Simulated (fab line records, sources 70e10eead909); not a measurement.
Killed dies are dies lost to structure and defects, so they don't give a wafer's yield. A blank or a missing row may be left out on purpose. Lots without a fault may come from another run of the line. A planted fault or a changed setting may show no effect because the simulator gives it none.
fab line records | flow nand_harc
record lots=24 wafers=72 last_day=33
route steps=1302 shown A_ZERO_WELL@405 A_CHANNEL_HOLE_D1@463 A_CHANNEL_FILL_D1@509
lots that met no fault: from a run of the same line without faults
start_h: hours from the record's first day to the start of the lot's first wafer shown | wait_h: hours since the lot's step before | " the same as in the row above | L1.1+2: a row that stands for several wafers | - no value, or no start given | * or withheld: withheld | < > ~ a bound
route shown NAME@n: a module of which the file shows steps, and the number in the route of the first | usual: mean/standard deviation of fault-free wafers | same: alike in all rows | chamber/n: place in a boat | sites: the reading at each site | _std_site: their standard deviation | _edge_site: outer sites' mean less inner sites' | radius_mm: how far each site lies from the wafer's centre | mask NAME#n: copy n | behind: the tool/chamber that last shaped the wafer | hold: why the lot was held/for how many hours/how that ended | device: the transistor (n, p or np) that didn't switch | end of line: the same wafers' tests at the end of the route | a step without rows: its recipe alone | killed: dies lost to structure and defects at the first sort, not the wafer's yield | map: a wafer's dies, x killed, . not, _ none there
set.NAME: the setting as run; set.NAME@STEP: as run at that earlier step | model.NAME: the simulator's own value behind a step, which no gauge read
steps of the route over a sample of lots; a table a step, a row a wafer
services: from which hour (start_h, from the record's first day; less than 0 if before it) a tool's chamber was out of use, for how many hours, and why
## steps
# step NHARC_A_ZERO_WELL_ETCH_13
# recipe target_depth_a=1200 time_s=40.1 hbr_flow_sccm=150 cl2_flow_sccm=50 rf_w=400 icp_w=400 bias_w=100 chemistry=HBr/Cl2
# usual drypump_motor_current_A=5.9/0.66 oes_product_au=1.000/0.0089 throttle_valve_pct=26.405/0.01
# columns lot.wafer tool chamber start_h wait_h drypump_motor_current_A oes_product_au rf_hours_counter_h throttle_valve_pct
L074.2 rie_si-05 0 142.75 - 6.0 1.008 0.0 26.398
L074.4 " 3 " " 6.3 0.991 0.0 26.410
L074.6 " 0 " " 6.0 1.000 - 26.417
L076.2 rie_si-02 1 154.35 - 4.9 1.010 0.2 26.410
L076.3 " 3 " " 6.7 1.002 0.3 26.413
L076.5 " 1 " " 4.9 1.011 - 26.392
L075.2 rie_si-05 1 154.98 - 5.4 0.982 0.3 26.417
L075.4 " 0 " " 6.0 1.002 0.3 26.419
L075.6 " 1 " " 5.4 0.982 - 26.429
L077.4 rie_si-02 1 168.87 - 4.9 1.004 0.4 26.395
L077.3 " 2 " " 6.7 0.997 0.4 26.416
L077.1 " 0 " " 5.6 1.007 0.4 26.404
L078.1 rie_si-03 2 183.19 - 5.8 1.001 1.0 26.405
L078.6 " 1 " " 5.2 1.000 - 26.400
L078.5 " 2 " " 5.8 1.007 - 26.403
L079.2 rie_si-02 2 188.10 - 6.7 0.997 0.6 26.395
L079.5 " 2 " " 6.7 0.995 - 26.397
L079.6 " 3 " " 6.6 1.020 - 26.389
L081.1 rie_si-03 0 203.94 - 6.6 1.006 0.7 26.394
L081.3 " 1 " " 5.2 0.996 1.1 26.395
L081.6 " 1 " " 5.2 1.004 - 26.403
L080.3 rie_si-02 0 205.10 - 5.5 1.008 0.6 26.408
L080.1 " 1 " " 4.9 0.992 0.6 26.399
L080.2 " 2 " " 6.7 1.006 0.7 26.406
L082.2 rie_si-02 3 225.36 - 6.6 1.000 0.7 26.408
L082.4 " 0 " " 5.6 1.014 0.8 26.392
L082.6 " 1 " " 4.9 0.995 - 26.409
L083.4 rie_si-02 2 227.11 - 6.7 0.994 0.9 26.413
L083.2 " 3 " " 6.6 1.003 0.7 26.420
L083.5 " 1 " " 4.9 0.996 - 26.415
L084.1 rie_si-02 1 242.40 - 4.9 1.011 0.8 26.403
L084.3 " 2 " " 6.7 0.994 0.9 26.400
L084.6 " 1 " " 4.9 1.006 - 26.402
L085.1 rie_si-05 0 246.16 - 6.0 0.998 0.9 26.401
L085.2 " 3 " " 6.3 0.990 0.8 26.413
L085.6 " 0 " " 6.0 1.007 - 26.408
L086.4 rie_si-02 3 257.69 - 6.6 1.001 1.0 26.417
L086.6 " 1 " " 4.9 0.990 - 26.414
L086.5 " 2 " " 6.7 0.983 - 26.421
L088.3 rie_si-02 1 288.37 - 4.9 0.997 0.0 26.415
L088.1 " 3 " " 6.6 1.005 0.0 26.395
L088.5 " 1 " " 4.9 0.991 - 26.396
L087.3 rie_si-05 3 288.95 - 6.3 0.998 1.1 26.409
L087.6 " 0 " " 6.0 0.998 - 26.387
L087.5 " 1 " " 5.4 0.983 - 26.412
L089.2 rie_si-03 2 297.08 - 5.8 1.002 0.5 26.387
L089.4 " 1 " " 5.2 1.008 0.5 26.401
L089.6 " 3 " " 5.2 1.007 - 26.410
L090.4 rie_si-05 1 302.22 - 5.4 0.976 1.3 26.405
L090.1 " 3 " " 6.3 0.997 1.2 26.419
L090.6 " 2 " " 6.5 1.012 - 26.404
L091.2 rie_si-03 1 314.81 - 5.2 1.010 0.6 26.399
L091.5 " 1 " " 5.2 1.008 - 26.410
L091.6 " 2 " " 5.8 0.995 - 26.411
L092.1 rie_si-03 2 319.80 - 5.8 0.995 0.6 26.414
L092.3 " 0 " " 6.6 1.000 0.7 26.401
L092.5 " 2 " " 5.8 1.004 - 26.398
L093.3 rie_si-02 0 329.82 - 5.5 1.011 0.3 26.404
L093.4 " 1 " " 5.0 1.003 0.3 26.410
L093.5 " 0 " " 5.5 1.010 - 26.403
L094.3 rie_si-02 0 342.51 - 5.5 1.020 0.5 26.422
L094.6 " 1 " " 4.9 1.005 - 26.401
L094.5 " 2 " " 6.7 0.990 - 26.419
L095.2 rie_si-05 0 352.75 - 6.0 1.001 0.2 26.405
L095.1 " 2 " " 6.4 1.007 0.3 26.390
L095.6 " 3 " " 6.4 0.991 - 26.395
L096.2 rie_si-02 2 361.64 - 6.7 0.986 0.6 26.388
L096.6 " 2 " " 6.7 0.986 - 26.403
L096.5 " 3 " " 6.6 0.989 - 26.423
L097.3 rie_si-02 2 368.27 - 6.7 1.002 0.6 26.415
L097.4 " 3 " " 6.6 0.992 0.6 26.398
L097.6 " 0 " " 5.5 1.016 - 26.398
# step NHARC_A_ZERO_WELL_INSPECT_17
# usual raw_defect_count=11/6.7
# columns lot.wafer tool chamber start_h wait_h raw_defect_count
L074.2 defect_inspect-02 - 143.85 0.1 8
L074.4 " - " " 16
L074.6 " - " " 10
L076.2 defect_inspect-02 - 155.58 0.1 5
L076.3 " - " " 10
L076.5 " - " " 6
L075.2 defect_inspect-01 - 156.08 0.1 13
L075.4 " - " " 16
L075.6 " - " " 8
L077.1 defect_inspect-01 - 169.97 0.2 20
L077.3 " - " " 31
L077.4 " - " " 36
L078.1 defect_inspect-02 - 184.28 0.2 16
L078.5 " - " " 22
L078.6 " - " " 14
L079.2 defect_inspect-01 - 189.21 0.1 8
L079.5 " - " " 6
L079.6 " - " " 8
L081.1 defect_inspect-02 - 205.05 0.2 10
L081.3 " - " " 14
L081.6 " - " " 10
L080.1 defect_inspect-02 - 206.20 0.2 5
L080.2 " - " " 13
L080.3 " - " " 11
L082.2 defect_inspect-02 - 226.43 0.1 8
L082.4 " - " " 13
L082.6 " - " " 7
L083.2 defect_inspect-01 - 228.23 0.1 30
L083.4 " - " " 12
L083.5 " - " " 31
L084.1 defect_inspect-01 - 243.52 0.2 12
L084.3 " - " " 7
L084.6 " - " " 11
L085.1 defect_inspect-01 - 247.27 0.2 5
L085.2 " - " " 7
L085.6 " - " " 7
L086.4 defect_inspect-01 - 258.77 0.1 5
L086.5 " - " " 6
L086.6 " - " " 8
L088.1 defect_inspect-01 - 289.47 0.2 14
L088.3 " - " " 6
L088.5 " - " " 8
L087.3 defect_inspect-01 - 290.03 0.1 11
L087.5 " - " " 9
L087.6 " - " " 3
L089.2 defect_inspect-01 - 298.18 0.1 5
L089.4 " - " " 8
L089.6 " - " " 5
L090.1 defect_inspect-01 - 303.32 0.2 25
L090.4 " - " " 14
L090.6 " - " " 19
L091.2 defect_inspect-02 - 315.91 0.1 4
L091.5 " - " " 15
L091.6 " - " " 4
L092.1 defect_inspect-02 - 320.89 0.2 8
L092.3 " - " " 2
L092.5 " - " " 9
L093.3 defect_inspect-02 - 330.91 0.1 15
L093.4 " - " " 12
L093.5 " - " " 6
L094.3 defect_inspect-02 - 343.57 0.1 17
L094.5 " - " " 17
L094.6 " - " " 16
L095.1 defect_inspect-02 - 353.84 0.2 9
L095.2 " - " " 9
L095.6 " - " " 7
L096.2 defect_inspect-02 - 362.75 0.1 12
L096.5 " - " " 13
L096.6 " - " " 6
L097.3 defect_inspect-02 - 369.35 0.1 16
L097.4 " - " " 9
L097.6 " - " " 8
# step NHARC_A_CHANNEL_HOLE_D1_OVL_MEAS_11
# usual overlay_x_nm=0.0/0.53 overlay_y_nm=-0.1/0.82
# columns lot.wafer tool chamber start_h wait_h overlay_x_nm overlay_y_nm
L074.2 overlay-02 - 182.40 - 0.4 1.2
L074.4 " - " " 0.6 0.4
L074.6 " - " " 0.1 0.7
L075.2 overlay-01 - 197.31 - 1.1 -0.2
L075.4 " - " " 0.8 0.3
L075.6 " - " " 1.2 0.4
L076.2 overlay-01 - 199.35 - -0.6 0.1
L076.3 " - " " -0.3 1.0
L076.5 " - " " -0.2 -0.3
L077.1 overlay-01 - 210.34 - 0.4 0.6
L077.3 " - " " -0.4 0.2
L077.4 " - " " 0.0 -0.2
L079.2 overlay-02 - 222.95 - 0.2 0.0
L079.5 " - " " 0.3 -0.5
L079.6 " - " " 0.1 -1.0
L078.1 overlay-01 - 224.76 - 0.1 -1.3
L078.5 " - " " 0.3 -1.2
L078.6 " - " " 0.2 -1.3
L080.1 overlay-01 - 248.64 - -0.7 -1.5
L080.2 " - " " 0.2 -1.9
L080.3 " - " " -1.0 -1.4
L081.1 overlay-02 - 248.79 - 0.6 -2.4
L081.3 " - " " 0.4 -1.6
L081.6 " - " " 0.8 -1.4
L083.2 overlay-01 - 265.09 - 0.0 0.4
L083.4 " - " " 0.1 -0.4
L083.5 " - " " -0.5 0.2
L082.2 overlay-01 - 266.25 - 0.6 0.2
L082.4 " - " " 0.4 0.3
L082.6 " - " " 0.7 -0.1
L084.1 overlay-01 - 282.69 - -0.6 -0.1
L084.3 " - " " 0.1 0.1
L084.6 " - " " -0.8 0.5
L085.1 overlay-01 - 287.01 - 0.5 -0.7
L085.2 " - " " -0.1 -0.3
L085.6 " - " " -0.6 0.2
L086.4 overlay-02 - 295.26 - -0.2 -1.4
L086.5 " - " " -0.2 -1.5
L086.6 " - " " 0.3 -1.7
L087.3 overlay-01 - 328.35 - 0.4 0.5
L087.5 " - " " -0.3 0.5
L087.6 " - " " -0.2 0.6
L088.1 overlay-01 - 329.79 - 0.1 -1.0
L088.3 " - " " 0.1 -0.9
L088.5 " - " " 0.7 -0.7
L089.2 overlay-01 - 335.23 - 0.4 1.1
L089.4 " - " " 0.0 1.4
L089.6 " - " " -0.1 0.9
L090.1 overlay-01 - 342.38 - -1.1 -0.4
L090.4 " - " " -0.3 -0.3
L090.6 " - " " -0.6 -0.3
L091.2 overlay-01 - 353.46 - 0.4 0.4
L091.5 " - " " 1.1 0.9
L091.6 " - " " 0.4 0.8
L092.1 overlay-02 - 363.95 - -1.1 0.1
L092.3 " - " " -1.1 0.2
L092.5 " - " " -0.7 0.3
L093.3 overlay-02 - 369.21 - -0.7 0.5
L093.4 " - " " -0.8 -0.1
L093.5 " - " " -0.9 -0.3
L094.3 overlay-01 - 387.95 - -0.4 0.9
L094.5 " - " " -0.2 1.0
L094.6 " - " " 0.3 0.6
L095.1 overlay-01 - 390.57 - -0.4 -0.8
L095.2 " - " " -0.5 -0.5
L095.6 " - " " -1.0 -0.6
L096.2 overlay-01 - 401.30 - -0.4 -0.1
L096.5 " - " " -0.6 0.0
L096.6 " - " " -0.4 0.2
L097.3 overlay-02 - 407.98 - 0.5 0.2
L097.4 " - " " 0.4 -0.5
L097.6 " - " " 0.3 0.4
# step NHARC_A_CHANNEL_HOLE_D1_ETCH_34
# recipe target_depth_a=1540 time_s=77 cf4_flow_sccm=100 chf3_flow_sccm=30 ar_flow_sccm=0 rf_w=500 bias_w=200 chemistry=CF4/CHF3
# usual drypump_motor_current_A=5.5/0.55 oes_product_au=0.947/0.023 rf_vpp_V=370.9/2.4 showerhead_plenum_p_Torr=1.58/0.068 throttle_valve_pct=16.802/0.0086
# columns lot.wafer tool chamber start_h wait_h drypump_motor_current_A oes_product_au rf_hours_counter_h rf_vpp_V showerhead_plenum_p_Torr throttle_valve_pct
L074.4 rie_diel-07 0 - - 5.5 0.927 4 373.2 1.60 16.796
L074.2 " 1 " " 5.3 0.914 4 367.6 1.48 16.792
L074.6 " 3 " " 5.7 0.929 - 370.7 1.62 16.810
L075.2 rie_diel-07 1 - - 5.3 0.922 5 368.6 1.48 16.796
L075.4 " 3 " " 5.7 0.926 6 371.6 1.62 16.807
L075.6 " 2 " " 4.8 0.935 - 371.2 1.63 16.791
L076.3 rie_diel-10 2 - - 5.1 0.966 41 367.6 1.48 16.806
L076.2 " 0 " " 5.5 0.958 44 374.3 1.64 16.806
L076.5 " 3 " " 6.8 0.963 - 371.9 1.65 16.793
L077.4 rie_diel-07 1 - - 5.3 0.922 7 367.3 1.48 16.801
L077.3 " 2 " " 4.8 0.934 5 372.2 1.63 16.790
L077.1 " 3 " " 5.7 0.932 7 372.6 1.62 16.806
L079.2 rie_diel-07 3 - - 5.7 0.928 8 371.4 1.62 16.800
L079.5 " 0 " " 5.5 0.926 - 371.1 1.60 16.796
L079.6 " 1 " " 5.3 0.923 - 367.6 1.48 16.805
L078.1 rie_diel-07 3 - - 5.7 0.928 9 372.7 1.62 16.806
L078.6 " 2 " " 4.8 0.932 - 372.3 1.63 16.800
L078.5 " 3 " " 5.7 0.932 - 371.5 1.62 16.799
L080.3 rie_diel-11 3 - - 6.2 0.920 43 368.2 1.51 16.809
L080.1 " 0 " " 5.4 0.953 43 373.1 1.68 16.794
L080.2 " 1 " " 5.4 0.970 47 372.8 1.62 16.790
L081.3 rie_diel-11 3 - - 6.3 0.913 43 368.8 1.51 16.802
L081.1 " 0 " " 5.3 0.915 43 373.6 1.68 16.803
L081.6 " 2 " " 6.0 0.919 - 368.9 1.47 16.810
L083.2 rie_diel-07 0 265.82 0.4 5.5 0.929 10 371.0 1.60 16.810
L083.4 " 2 " " 4.8 0.927 - 372.5 1.63 16.805
L083.5 " 2 " " 4.8 0.937 - 370.7 1.63 16.802
L082.4 rie_diel-10 1 - - 6.4 0.972 8 367.8 1.52 16.807
L082.2 " 3 " " 6.7 0.980 5 372.8 1.65 16.801
L082.6 " 1 " " 6.5 0.973 - 370.5 1.52 16.794
L084.3 rie_diel-10 3 - - 6.7 0.936 12 373.1 1.64 16.801
L084.1 " 0 " " 5.5 0.956 12 371.9 1.64 16.806
L084.6 " 3 " " 6.8 0.937 - 371.8 1.64 16.812
L085.1 rie_diel-07 1 - - 5.3 0.925 12 366.3 1.48 16.813
L085.2 " 0 " " 5.5 0.935 14 370.7 1.59 16.793
L085.6 " 1 " " 5.3 0.932 - 367.5 1.48 16.797
L086.4 rie_diel-10 3 - - 6.7 0.954 19 373.2 1.64 16.799
L086.5 " 3 " " 6.7 0.953 - 374.8 1.64 16.804
L086.6 " 0 " " 5.5 0.969 - 372.7 1.63 16.795
L087.3 rie_diel-07 1 - - 5.3 0.929 1 366.3 1.48 16.794
L087.6 " 1 " " 5.3 0.934 - 367.9 1.48 16.806
L087.5 " 2 " " 4.8 0.932 - 372.5 1.63 16.799
L088.1 rie_diel-07 3 - - 5.7 0.974 2 372.8 1.62 16.798
L088.3 " 0 " " 5.5 0.952 2 371.6 1.59 16.789
L088.5 " 3 " " 5.7 0.975 - 373.0 1.62 16.818
L089.2 rie_diel-10 3 - - 6.8 0.976 30 373.4 1.64 16.807
L089.4 " 0 " " 5.5 0.968 31 371.4 1.63 16.795
L089.6 " 2 " " 5.1 0.973 - 368.5 1.47 16.789
L090.4 rie_diel-07 2 - - 4.8 0.975 3 373.4 1.63 16.812
L090.1 " 0 " " 5.5 0.964 3 371.9 1.59 16.795
L090.6 " 2 " " 4.8 0.987 - 373.0 1.63 16.795
L091.2 rie_diel-11 2 - - 6.1 1.001 26 367.0 1.46 16.805
L091.6 " 0 " " 5.3 0.974 - 375.2 1.67 16.809
L091.5 " 1 " " 5.4 0.989 - 372.7 1.62 16.816
L092.1 rie_diel-07 2 - - 4.8 0.929 5 371.8 1.63 16.819
L092.3 " 0 " " 5.5 0.919 6 372.5 1.59 16.799
L092.5 " 1 " " 5.3 0.929 - 368.4 1.48 16.809
L093.3 rie_diel-07 2 - - 4.8 0.934 5 372.8 1.63 16.804
L093.4 " 3 " " 5.7 0.934 5 372.8 1.62 16.792
L093.5 " 0 " " 5.5 0.916 - 371.9 1.59 16.794
L094.3 rie_diel-07 0 - - 5.5 0.979 8 371.1 1.59 16.806
L094.5 " 2 " " 4.8 0.966 - 370.6 1.62 16.809
L094.6 " 3 " " 5.7 0.983 - 372.7 1.62 16.794
L095.1 rie_diel-10 0 - - 5.5 0.977 51 371.6 1.63 16.797
L095.2 " 2 " " 5.1 0.969 47 367.8 1.46 16.811
L095.6 " 3 " " 6.7 0.974 - 372.2 1.63 16.803
L096.2 rie_diel-07 0 - - 5.5 0.909 9 371.4 1.59 16.789
L096.6 " 3 " " 5.7 0.917 - 371.0 1.62 16.791
L096.5 " 0 " " 5.5 0.920 - 371.7 1.59 16.800
L097.3 rie_diel-11 2 - - 6.0 0.966 47 367.6 1.46 16.782
L097.4 " 3 " " 6.3 0.945 43 367.6 1.50 16.792
L097.6 " 0 " " 5.4 0.939 - 374.1 1.67 16.796
# step NHARC_A_CHANNEL_HOLE_D1_ETCH_20
# recipe bias_v=3000 source_w=withheld pressure_mtorr=20 time_s=361.9 ar_flow_sccm=375 c4f8_flow_sccm=89.3 o2_flow_sccm=35.7 temp_c=-20 target_depth_a=16000 chemistry=C4F8/O2/Ar
# usual drypump_motor_current_A=5.5/0.33 showerhead_plenum_p_Torr=3.66/0.081 throttle_valve_pct=32.155/0.0094
# columns lot.wafer tool chamber start_h wait_h drypump_motor_current_A rf_hours_counter_h showerhead_plenum_p_Torr throttle_valve_pct
L074.2 har_etch-01 0 185.87 0.1 5.5 84 3.73 32.147
L074.4 " 1 " " 5.8 - 3.71 32.158
L074.6 " 1 " " 5.9 - 3.71 32.160
L075.2 har_etch-01 1 198.75 0.1 5.8 92 3.71 32.147
L075.4 " 0 " " 5.5 - 3.73 32.154
L075.6 " 0 " " 5.5 - 3.73 32.145
L076.2 har_etch-02 0 200.99 0.1 5.6 302 3.71 32.147
L076.3 " 0 " " 5.6 - 3.71 32.160
L076.5 " 1 " " 4.9 - 3.53 32.160
L077.1 har_etch-02 0 211.79 0.1 5.6 306 3.71 32.162
L077.3 " 1 " " 4.9 - 3.53 32.157
L077.4 " 0 " " 5.6 - 3.71 32.151
L079.2 har_etch-01 1 228.74 0.1 5.8 111 3.70 32.153
L079.6 " 0 " " 5.5 - 3.72 32.161
L079.5 " 1 " " 5.9 - 3.70 32.167
L078.1 har_etch-02 1 230.71 0.1 4.9 321 3.53 32.134
L078.5 " 1 " " 4.9 - 3.52 32.153
L078.6 " 0 " " 5.6 - 3.70 32.146
L080.1 har_etch-01 1 250.20 0.1 5.8 119 3.70 32.153
L080.2 " 0 " " 5.5 119 3.72 32.165
L080.3 " 1 " " 5.8 - 3.70 32.150
L081.1 har_etch-02 1 250.66 0.1 4.9 329 3.52 32.161
L081.3 " 1 " " 4.9 - 3.52 32.159
L081.6 " 1 " " 4.9 - 3.52 32.155
L083.2 har_etch-01 1 267.13 0.1 5.9 130 3.69 32.147
L083.4 " 1 " " 5.9 - 3.69 32.158
L083.5 " 0 " " 5.5 - 3.71 32.147
L082.2 har_etch-02 0 269.57 0.1 5.6 340 3.69 32.154
L082.4 " 0 " " 5.6 - 3.69 32.160
L082.6 " 1 " " 4.9 - 3.52 32.166
L084.1 har_etch-02 0 286.37 0.1 5.6 351 3.69 32.166
L084.3 " 0 " " 5.6 - 3.69 32.157
L084.6 " 1 " " 4.9 - 3.51 32.153
L085.2 har_etch-01 1 288.77 0.1 5.9 145 3.68 32.165
L085.1 " 0 " " 5.5 145 3.70 32.153
L085.6 " 1 " " 5.8 - 3.68 32.152
L086.4 har_etch-02 0 298.64 0.2 5.6 - 3.68 32.152
L086.6 " 1 " " 4.9 - 3.50 32.170
L086.5 " 0 " " 5.6 - 3.68 32.148
L087.3 har_etch-02 0 329.84 0.2 5.6 - 3.67 32.170
L087.5 " 0 " " 5.6 - 3.67 32.157
L087.6 " 1 " " 4.9 - 3.50 32.153
L088.1 har_etch-01 1 331.24 0.1 5.8 168 3.67 32.145
L088.3 " 0 " " 5.5 - 3.69 32.157
L088.5 " 0 " " 5.5 - 3.69 32.166
L089.2 har_etch-02 0 336.66 0.1 5.6 378 3.67 32.159
L089.4 " 1 " " 4.9 - 3.50 32.155
L089.6 " 1 " " 4.9 - 3.50 32.157
L090.1 har_etch-01 0 344.20 0.1 5.5 176 3.68 32.150
L090.4 " 0 " " 5.5 - 3.68 32.151
L090.6 " 0 " " 5.5 - 3.68 32.153
L091.2 har_etch-01 1 354.85 0.1 5.8 179 3.66 32.173
L091.5 " 1 " " 5.8 - 3.66 32.172
L091.6 " 0 " " 5.5 - 3.68 32.159
L092.1 har_etch-01 1 367.54 0.1 5.8 187 3.66 32.160
L092.3 " 0 " " 5.5 - 3.68 32.142
L092.5 " 1 " " 5.9 - 3.66 32.149
L093.3 har_etch-01 1 371.75 0.2 5.9 - 3.66 32.151
L093.4 " 0 " " 5.5 - 3.68 32.149
L093.5 " 1 " " 5.9 - 3.66 32.165
L094.3 har_etch-01 1 389.50 0.2 5.8 - 3.65 32.153
L094.6 " 0 " " 5.5 - 3.67 32.158
L094.5 " 1 " " 5.8 - 3.65 32.153
L095.1 har_etch-02 1 394.11 0.1 4.9 0 3.93 32.158
L095.2 " 0 " " 5.6 0 3.66 32.143
L095.6 " 0 " " 5.6 - 3.66 32.169
L096.2 har_etch-01 0 405.24 0.1 5.5 218 3.66 32.150
L096.6 " 0 " " 5.5 - 3.66 32.134
L096.5 " 1 " " 5.8 - 3.64 32.161
L097.3 har_etch-01 1 409.58 0.2 5.8 - 3.64 32.147
L097.4 " 0 " " 5.5 - 3.66 32.163
L097.6 " 1 " " 5.8 - 3.64 32.150
# step NHARC_A_CHANNEL_FILL_D1_STRIP_29
# recipe time_s=20 o2_flow_sccm=500 ar_flow_sccm=0 bias_w=0 chemistry=O2
# usual drypump_motor_current_A=5.9/0.62 oes_product_au=1.002/0.011 rf_vpp_V=57.7/0.95 showerhead_plenum_p_Torr=3.54/0.15 throttle_valve_pct=17.037/0.0097
# columns lot.wafer tool chamber start_h wait_h drypump_motor_current_A oes_product_au rf_hours_counter_h rf_vpp_V showerhead_plenum_p_Torr throttle_valve_pct
L074.4 rie_diel-12 3 - - 5.9 1.012 9 57.0 3.32 17.039
L074.2 " 1 " " 4.7 1.010 8 57.6 3.31 17.047
L074.6 " 3 " " 5.9 1.010 - 57.4 3.32 17.049
L075.4 rie_diel-12 2 - - 6.7 1.003 10 57.2 3.44 17.048
L075.2 " 0 " " 6.6 1.020 10 58.1 3.64 17.029
L075.6 " 2 " " 6.7 0.999 - 57.6 3.44 17.031
L076.2 rie_diel-12 2 - - 6.7 1.004 10 57.7 3.44 17.045
L076.3 " 3 " " 5.9 1.010 10 57.5 3.32 17.042
L076.5 " 2 " " 6.7 0.998 - 57.6 3.44 17.037
L077.3 rie_diel-01 3 - - 6.6 0.993 1 57.7 3.42 17.052
L077.4 " 0 " " 5.3 1.011 2 57.3 3.51 17.037
L077.1 " 2 " " 5.9 1.000 1 57.3 3.68 17.038
L078.1 rie_diel-06 2 - - 6.6 1.008 9 57.7 3.52 17.038
L078.5 " 0 " " 5.8 0.997 - 57.0 3.45 17.049
L078.6 " 1 " " 5.9 1.009 - 57.8 3.77 17.045
L079.2 rie_diel-01 2 - - 6.0 1.014 2 60.1 3.68 17.044
L079.6 " 2 " " 6.0 1.019 - 58.8 3.68 17.063
L079.5 " 3 " " 6.6 1.004 - 56.5 3.42 17.028
L081.1 rie_diel-12 1 - - 4.7 0.991 0 57.9 3.31 17.038
L081.3 " 2 " " 6.7 0.988 0 58.1 3.44 17.052
L081.6 " 0 " " 6.6 1.002 - 58.8 3.64 17.047
L080.1 rie_diel-06 0 - - 5.9 0.992 10 57.9 3.45 17.037
L080.2 " 1 " " 5.9 1.005 10 57.4 3.77 17.033
L080.3 " 2 " " 6.6 0.997 10 57.3 3.52 17.032
L083.2 rie_diel-01 3 - - 6.5 0.999 5 55.5 3.41 17.045
L083.4 " 0 " " 5.3 1.003 5 58.6 3.51 17.047
L083.5 " 2 " " 6.0 1.007 - 58.6 3.68 17.033
L082.2 rie_diel-01 1 - - 5.2 0.992 5 58.0 3.71 17.045
L082.4 " 0 " " 5.3 1.016 5 57.7 3.51 17.041
L082.6 " 2 " " 5.9 1.011 - 59.3 3.68 17.041
L084.1 rie_diel-06 1 - - 5.8 1.016 1 59.6 3.77 17.028
L084.3 " 0 " " 5.8 0.990 1 57.7 3.45 17.046
L084.6 " 1 " " 5.8 1.011 - 57.3 3.77 17.037
L085.2 rie_diel-01 1 - - 5.2 0.984 5 57.9 3.71 17.038
L085.1 " 3 " " 6.5 1.000 5 57.6 3.41 17.029
L085.6 " 0 " " 5.2 1.013 - 59.4 3.51 17.047
L086.4 rie_diel-01 0 - - 5.3 1.013 5 56.1 3.51 17.030
L086.5 " 0 " " 5.3 1.017 - 58.1 3.51 17.054
L086.6 " 1 " " 5.2 0.996 - 59.5 3.71 17.024
L088.1 rie_diel-01 2 377.36 0.1 6.0 1.012 6 57.7 3.68 17.019
L088.3 " 1 " " 5.2 1.000 7 57.4 3.71 17.023
L088.5 " 2 " " 5.9 1.017 - 57.3 3.68 17.041
L087.3 rie_diel-12 1 - - 4.7 0.987 4 56.6 3.30 17.041
L087.6 " 1 " " 4.7 0.996 - 58.9 3.30 17.060
L087.5 " 2 " " 6.8 0.992 - 57.2 3.44 17.033
L089.2 rie_diel-12 3 - - 5.9 0.983 5 56.9 3.31 17.032
L089.4 " 1 " " 4.7 0.987 4 58.2 3.30 17.041
L089.6 " 2 " " 6.7 0.994 - 57.5 3.44 17.049
L090.1 rie_diel-06 3 - - 5.8 1.011 6 56.6 3.65 17.050
L090.4 " 1 " " 5.9 1.012 5 58.4 3.77 17.027
L090.6 " 0 " " 5.9 0.997 - 57.6 3.45 17.027
L091.2 rie_diel-06 3 403.95 0.1 5.8 1.010 6 58.1 3.65 17.033
L091.6 " 1 " " 5.9 1.019 - 57.1 3.77 17.026
L091.5 " 2 " " 6.6 1.018 - 57.2 3.52 17.039
L092.1 rie_diel-12 1 415.06 0.1 4.7 0.986 5 57.1 3.30 17.031
L092.3 " 2 " " 6.7 0.986 6 56.5 3.44 17.032
L092.5 " 2 " " 6.7 0.993 - 59.1 3.44 17.023
L093.3 rie_diel-06 1 - - 5.8 1.027 7 57.3 3.77 17.026
L093.4 " 2 " " 6.6 1.030 7 58.6 3.52 17.051
L093.5 " 1 " " 5.9 1.025 - 59.6 3.77 17.037
L094.3 rie_diel-01 0 - - 5.3 1.010 2 57.9 3.51 17.045
L094.6 " 0 " " 5.2 0.998 - 58.3 3.51 17.042
L094.5 " 1 " " 5.2 0.997 - 58.5 3.71 17.037
L095.2 rie_diel-01 1 - - 5.2 1.000 3 59.8 3.71 17.028
L095.1 " 2 " " 5.9 1.008 3 57.4 3.68 17.023
L095.6 " 1 " " 5.2 0.996 - 58.6 3.71 17.032
L096.2 rie_diel-06 3 - - 5.7 1.007 8 57.1 3.65 17.041
L096.6 " 3 " " 5.7 1.008 - 58.9 3.65 17.033
L096.5 " 0 " " 5.8 0.992 - 56.9 3.45 17.045
L097.3 rie_diel-12 3 - - 5.9 1.010 0 56.5 3.31 17.036
L097.4 " 0 " " 6.6 1.009 0 59.3 3.63 17.037
L097.6 " 3 " " 5.9 1.014 - 58.0 3.31 17.049
## services
# columns tool chamber start_h hours kind
rie_diel-12 3 139.04 2.6 repair
rie_diel-07 2 162.96 19.0 repair
rie_diel-12 1 165.31 4.3 repair
har_etch-01 - 167.33 3.8 repair
rie_diel-01 - 203.80 9.0 pm
rie_si-02 1 214.40 8.2 repair
rie_diel-01 - 249.69 0.8 repair
rie_diel-07 3 264.80 9.4 repair
rie_diel-12 - 268.40 9.0 pm
rie_diel-07 3 276.96 22.8 repair
rie_si-02 - 277.00 9.0 pm
rie_diel-12 0 288.66 8.2 repair
rie_diel-07 - 294.20 9.0 pm
rie_diel-07 - 338.27 0.5 repair
rie_diel-01 2 338.55 6.8 repair
rie_diel-01 0 342.59 1.3 repair
rie_diel-12 0 363.23 6.4 repair
rie_diel-12 3 365.35 7.6 repair
rie_diel-01 0 374.68 7.3 repair
har_etch-02 - 377.00 17.0 pm
rie_diel-01 - 380.80 9.0 pm
rie_diel-12 0 411.98 35.4 repair
rie_diel-01 - 412.07 0.2 repair
rie_diel-07 2 435.37 6.2 repair
## key
fault none
